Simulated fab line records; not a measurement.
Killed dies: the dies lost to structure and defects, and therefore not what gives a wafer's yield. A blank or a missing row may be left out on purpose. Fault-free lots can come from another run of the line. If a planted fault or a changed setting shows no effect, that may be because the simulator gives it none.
Lot-split experiment ; flow n5_finfet ; 7 lots, 39 wafers read, on a route of 1938 steps

## SPLIT DETAILS
At N5_DUMMY_GATE_ETCH_32 (etches SiO2 in CF4, target depth 3.5 nm, time 3.9 s), the setting time_s was moved away from the recipe's 3.9 s on 15 of the 39 wafers read, by -15.5% to +14.8%. The other wafers ran this setting at the recipe's value.

The reading comes from the split's own step.

## THE READING
etch.depth_nm (the simulator's own value, which no gauge read), in nm, at N5_DUMMY_GATE_ETCH_32 (etches SiO2 in CF4, target depth 3.5 nm, time 3.9 s). The file gives no usual value for it. Across the 24 wafers here that went through the recipe, the average is 3.514 nm and the standard deviation 0.076 nm.

wafer;tool, chamber at the split;time_s as run, s;against the recipe;etch.depth_nm, nm;against lot-mates on the recipe
L077.2;rie_si-05, 0;3.9;recipe;3.552;-
L077.5;rie_si-05, 2;3.9;recipe;3.432;-
L077.6;rie_si-05, 0;3.9;recipe;3.532;-
L078.1;rie_si-03, 2;3.9;recipe;3.536;-
L078.2;rie_si-03, 0;3.379;-13.4%;2.974;-0.532
L078.3;rie_si-03, 3;3.9;recipe;3.43;-
L078.4;rie_si-03, 1;3.379;-13.4%;3.069;-0.437
L078.5;rie_si-03, 2;3.9;recipe;3.552;-
L078.6;rie_si-03, 1;3.379;-13.4%;3.102;-0.404
L081.1;rie_si-03, 3;3.345;-14.2%;2.976;-0.514
L081.2;rie_si-03, 0;3.345;-14.2%;2.971;-0.519
L081.3;rie_si-03, 1;3.9;recipe;3.566;-
L081.4;rie_si-03, 2;3.345;-14.2%;3.032;-0.458
L081.5;rie_si-03, 0;3.9;recipe;3.453;-
L081.6;rie_si-03, 3;3.9;recipe;3.452;-
L083.1;rie_si-05, 1;4.245;+8.8%;3.912;+0.333
L083.2;rie_si-05, 0;3.9;recipe;3.545;-
L083.3;rie_si-05, 3;3.9;recipe;3.587;-
L083.4;rie_si-05, 2;4.245;+8.8%;3.692;+0.113
L083.5;rie_si-05, 2;4.245;+8.8%;3.699;+0.120
L083.6;rie_si-05, 1;3.9;recipe;3.606;-
L087.1;rie_si-05, 0;3.9;recipe;3.531;-
L087.2;rie_si-05, 3;3.9;recipe;3.595;-
L087.3;rie_si-05, 2;4.479;+14.8%;3.923;+0.341
L087.4;rie_si-05, 1;3.9;recipe;3.619;-
L087.5;rie_si-05, 1;4.479;+14.8%;4.149;+0.567
L087.6;rie_si-05, 2;4.479;+14.8%;3.912;+0.330
L092.1;rie_si-05, 0;3.9;recipe;3.538;-
L092.2;rie_si-05, 1;3.9;recipe;3.567;-
L092.3;rie_si-05, 3;3.9;recipe;3.571;-
L092.4;rie_si-05, 2;3.9;recipe;3.373;-
L092.5;rie_si-05, 3;3.9;recipe;3.589;-
L092.6;rie_si-05, 2;3.9;recipe;3.355;-
L095.1;rie_si-03, 2;3.9;recipe;3.518;-
L095.2;rie_si-03, 1;3.295;-15.5%;2.999;-0.453
L095.3;rie_si-03, 3;3.295;-15.5%;2.885;-0.567
L095.4;rie_si-03, 0;3.9;recipe;3.444;-
L095.5;rie_si-03, 3;3.9;recipe;3.394;-
L095.6;rie_si-03, 2;3.295;-15.5%;2.972;-0.480

FIT RESULTS
A straight line over all 39 wafers: etch.depth_nm changes by +0.0342 nm for each +1% of time_s; r = +0.96; the points scatter about the line by 0.079 nm.
The same after taking each lot's own level away (the mean of its wafers on the recipe; 39 wafers): +0.0308 nm for each +1%; r = +0.96; scatter 0.076 nm.
On that fit, the largest move of time_s shifts the reading by 0.48 nm.
The lots' own levels span 3.4520 to 3.5817 nm, that is 1.7 times the standard deviation above.
So the lot-to-lot level changes the slope: the two fits differ.
Check: for one of the wafers moved furthest among these (-15.5%), held out of the fit, the line's prediction against its lot-mates is -0.503 nm. It came out at -0.453 nm against them.

## OTHER SPLITS ON THESE WAFERS
These wafers also went through other splits before the reading. Each is held against what the fit with the lots' levels taken away leaves over:
other split on the same wafers;wafers away from the commonest value;r with etch.depth_nm (lot level and that fit taken away)
N5_DUMMY_GATE_ETCH_31 target_depth_a;12;-0.04

## THE FILE'S OWN FIT
etch.depth_nm changes by +0.0312 nm for each +1% of time_s, r = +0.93.
